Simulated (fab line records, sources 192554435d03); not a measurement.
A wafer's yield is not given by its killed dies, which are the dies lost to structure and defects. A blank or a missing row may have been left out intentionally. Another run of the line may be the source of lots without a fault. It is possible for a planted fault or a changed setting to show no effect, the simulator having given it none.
Split-lot study / flow n5Finfet / 39 wafers read across 7 lots, on a route 1938 steps long

ABOUT THE SPLIT
At N5_GATE_CUT_ETCH_58 (etches SiNx in CH3F/O2, target depth 17 nm, time 128.6 s), the setting targetDepthA was moved away from the recipe's 170 angstrom on 12 of the 39 wafers read, by -5.4% to +8.5%. The other wafers ran this setting at the recipe's value.

The reading comes from the split's own step.

THE READING
etch.depthNm (the simulator's own value, which no gauge read), in nm, at N5_GATE_CUT_ETCH_58 (etches SiNx in CH3F/O2, target depth 17 nm, time 128.6 s). The file gives no usual value for it. Average 16.99 nm, standard deviation 0.17 nm, over the 27 wafers here run with the recipe.

wafer=L074.1; tool, chamber at the split=rieDiel-03, 0; targetDepthA as run, angstrom=170; against the recipe=recipe; etch.depthNm, nm=16.84; against lot-mates on the recipe=-
wafer=L074.2; tool, chamber at the split=rieDiel-03, 3; targetDepthA as run, angstrom=184.4; against the recipe=+8.5%; etch.depthNm, nm=18.16; against lot-mates on the recipe=+1.22
wafer=L074.3; tool, chamber at the split=rieDiel-03, 2; targetDepthA as run, angstrom=170; against the recipe=recipe; etch.depthNm, nm=17.01; against lot-mates on the recipe=-
wafer=L074.4; tool, chamber at the split=rieDiel-03, 0; targetDepthA as run, angstrom=184.4; against the recipe=+8.5%; etch.depthNm, nm=18.32; against lot-mates on the recipe=+1.38
wafer=L074.5; tool, chamber at the split=rieDiel-03, 3; targetDepthA as run, angstrom=184.4; against the recipe=+8.5%; etch.depthNm, nm=18.17; against lot-mates on the recipe=+1.23
wafer=L074.6; tool, chamber at the split=rieDiel-03, 2; targetDepthA as run, angstrom=170; against the recipe=recipe; etch.depthNm, nm=16.97; against lot-mates on the recipe=-
wafer=L079.1; tool, chamber at the split=rieDiel-04, 2; targetDepthA as run, angstrom=163.7; against the recipe=-3.7%; etch.depthNm, nm=16.37; against lot-mates on the recipe=-0.68
wafer=L079.2; tool, chamber at the split=rieDiel-04, 0; targetDepthA as run, angstrom=163.7; against the recipe=-3.7%; etch.depthNm, nm=16.44; against lot-mates on the recipe=-0.61
wafer=L079.3; tool, chamber at the split=rieDiel-04, 3; targetDepthA as run, angstrom=170; against the recipe=recipe; etch.depthNm, nm=16.92; against lot-mates on the recipe=-
wafer=L079.4; tool, chamber at the split=rieDiel-04, 1; targetDepthA as run, angstrom=170; against the recipe=recipe; etch.depthNm, nm=17.1; against lot-mates on the recipe=-
wafer=L079.5; tool, chamber at the split=rieDiel-04, 0; targetDepthA as run, angstrom=163.7; against the recipe=-3.7%; etch.depthNm, nm=16.51; against lot-mates on the recipe=-0.54
wafer=L079.6; tool, chamber at the split=rieDiel-04, 1; targetDepthA as run, angstrom=170; against the recipe=recipe; etch.depthNm, nm=17.13; against lot-mates on the recipe=-
wafer=L084.1; tool, chamber at the split=rieDiel-06, 2; targetDepthA as run, angstrom=170; against the recipe=recipe; etch.depthNm, nm=17.28; against lot-mates on the recipe=-
wafer=L084.2; tool, chamber at the split=rieDiel-06, 3; targetDepthA as run, angstrom=170; against the recipe=recipe; etch.depthNm, nm=17; against lot-mates on the recipe=-
wafer=L084.3; tool, chamber at the split=rieDiel-06, 0; targetDepthA as run, angstrom=160.9; against the recipe=-5.4%; etch.depthNm, nm=16.41; against lot-mates on the recipe=-0.88
wafer=L084.4; tool, chamber at the split=rieDiel-06, 3; targetDepthA as run, angstrom=160.9; against the recipe=-5.4%; etch.depthNm, nm=15.84; against lot-mates on the recipe=-1.45
wafer=L084.5; tool, chamber at the split=rieDiel-06, 0; targetDepthA as run, angstrom=170; against the recipe=recipe; etch.depthNm, nm=17.58; against lot-mates on the recipe=-
wafer=L084.6; tool, chamber at the split=rieDiel-06, 2; targetDepthA as run, angstrom=160.9; against the recipe=-5.4%; etch.depthNm, nm=16.27; against lot-mates on the recipe=-1.02
wafer=L089.3; tool, chamber at the split=rieDiel-03, 0; targetDepthA as run, angstrom=170; against the recipe=recipe; etch.depthNm, nm=17; against lot-mates on the recipe=-
wafer=L089.4; tool, chamber at the split=rieDiel-03, 1; targetDepthA as run, angstrom=170; against the recipe=recipe; etch.depthNm, nm=17.05; against lot-mates on the recipe=-
wafer=L089.5; tool, chamber at the split=rieDiel-03, 3; targetDepthA as run, angstrom=170; against the recipe=recipe; etch.depthNm, nm=17.1; against lot-mates on the recipe=-
wafer=L091.1; tool, chamber at the split=rieDiel-04, 3; targetDepthA as run, angstrom=170; against the recipe=recipe; etch.depthNm, nm=17.15; against lot-mates on the recipe=-
wafer=L091.2; tool, chamber at the split=rieDiel-04, 2; targetDepthA as run, angstrom=170; against the recipe=recipe; etch.depthNm, nm=16.99; against lot-mates on the recipe=-
wafer=L091.3; tool, chamber at the split=rieDiel-04, 0; targetDepthA as run, angstrom=170; against the recipe=recipe; etch.depthNm, nm=16.88; against lot-mates on the recipe=-
wafer=L091.4; tool, chamber at the split=rieDiel-04, 1; targetDepthA as run, angstrom=170; against the recipe=recipe; etch.depthNm, nm=16.87; against lot-mates on the recipe=-
wafer=L091.5; tool, chamber at the split=rieDiel-04, 2; targetDepthA as run, angstrom=170; against the recipe=recipe; etch.depthNm, nm=16.91; against lot-mates on the recipe=-
wafer=L091.6; tool, chamber at the split=rieDiel-04, 1; targetDepthA as run, angstrom=170; against the recipe=recipe; etch.depthNm, nm=17.02; against lot-mates on the recipe=-
wafer=L092.1; tool, chamber at the split=rieDiel-03, 0; targetDepthA as run, angstrom=170; against the recipe=recipe; etch.depthNm, nm=16.87; against lot-mates on the recipe=-
wafer=L092.2; tool, chamber at the split=rieDiel-03, 2; targetDepthA as run, angstrom=170; against the recipe=recipe; etch.depthNm, nm=16.69; against lot-mates on the recipe=-
wafer=L092.3; tool, chamber at the split=rieDiel-03, 1; targetDepthA as run, angstrom=170; against the recipe=recipe; etch.depthNm, nm=17.04; against lot-mates on the recipe=-
wafer=L092.4; tool, chamber at the split=rieDiel-03, 3; targetDepthA as run, angstrom=170; against the recipe=recipe; etch.depthNm, nm=16.86; against lot-mates on the recipe=-
wafer=L092.6; tool, chamber at the split=rieDiel-03, 3; targetDepthA as run, angstrom=170; against the recipe=recipe; etch.depthNm, nm=16.86; against lot-mates on the recipe=-
wafer=L092.5; tool, chamber at the split=rieDiel-03, 0; targetDepthA as run, angstrom=170; against the recipe=recipe; etch.depthNm, nm=16.76; against lot-mates on the recipe=-
wafer=L094.1; tool, chamber at the split=rieDiel-03, 3; targetDepthA as run, angstrom=170; against the recipe=recipe; etch.depthNm, nm=17.13; against lot-mates on the recipe=-
wafer=L094.2; tool, chamber at the split=rieDiel-03, 2; targetDepthA as run, angstrom=181.7; against the recipe=+6.9%; etch.depthNm, nm=18.11; against lot-mates on the recipe=+1.16
wafer=L094.3; tool, chamber at the split=rieDiel-03, 1; targetDepthA as run, angstrom=181.7; against the recipe=+6.9%; etch.depthNm, nm=18.27; against lot-mates on the recipe=+1.32
wafer=L094.4; tool, chamber at the split=rieDiel-03, 0; targetDepthA as run, angstrom=170; against the recipe=recipe; etch.depthNm, nm=16.85; against lot-mates on the recipe=-
wafer=L094.5; tool, chamber at the split=rieDiel-03, 3; targetDepthA as run, angstrom=170; against the recipe=recipe; etch.depthNm, nm=16.88; against lot-mates on the recipe=-
wafer=L094.6; tool, chamber at the split=rieDiel-03, 2; targetDepthA as run, angstrom=181.7; against the recipe=+6.9%; etch.depthNm, nm=17.87; against lot-mates on the recipe=+0.92

THE FIT
A straight line over all 39 wafers: etch.depthNm changes by +0.151 nm for each +1% of targetDepthA; r = +0.95; the points scatter about the line by 0.17 nm.
The same after taking each lot's own level away (the mean of its wafers on the recipe; 39 wafers): +0.167 nm for each +1%; r = +0.97; scatter 0.15 nm.
On that fit, the largest move of targetDepthA shifts the reading by 1.4 nm.
The span of the lots' own levels, 16.847 to 17.287 nm, comes to 2.5 times the standard deviation stated above.
Consequently the slope shifts little with the lot-to-lot level, the two slopes agreeing.
Check: +1.42 nm against its lot-mates is what the line predicts for one of the wafers moved furthest among these (+8.5%) when that wafer is left out of the fit. Against them it came out at +1.22 nm.

FURTHER SPLITS ON THESE WAFERS
These wafers also went through other splits before the reading. Each is held against what the fit with the lots' levels taken away leaves over:
other split on the same wafers=N5_DUMMY_GATE_ETCH_37 sourceW; wafers away from the commonest value=15; r with etch.depthNm (lot level and that fit taken away)=-0.04
other split on the same wafers=N5_SD_EPI_N_ETCH_35 timeS; wafers away from the commonest value=9; r with etch.depthNm (lot level and that fit taken away)=-0.11

THE FILE'S OWN FIT
etch.depthNm changes by +0.166 nm for each +1% of targetDepthA, r = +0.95.
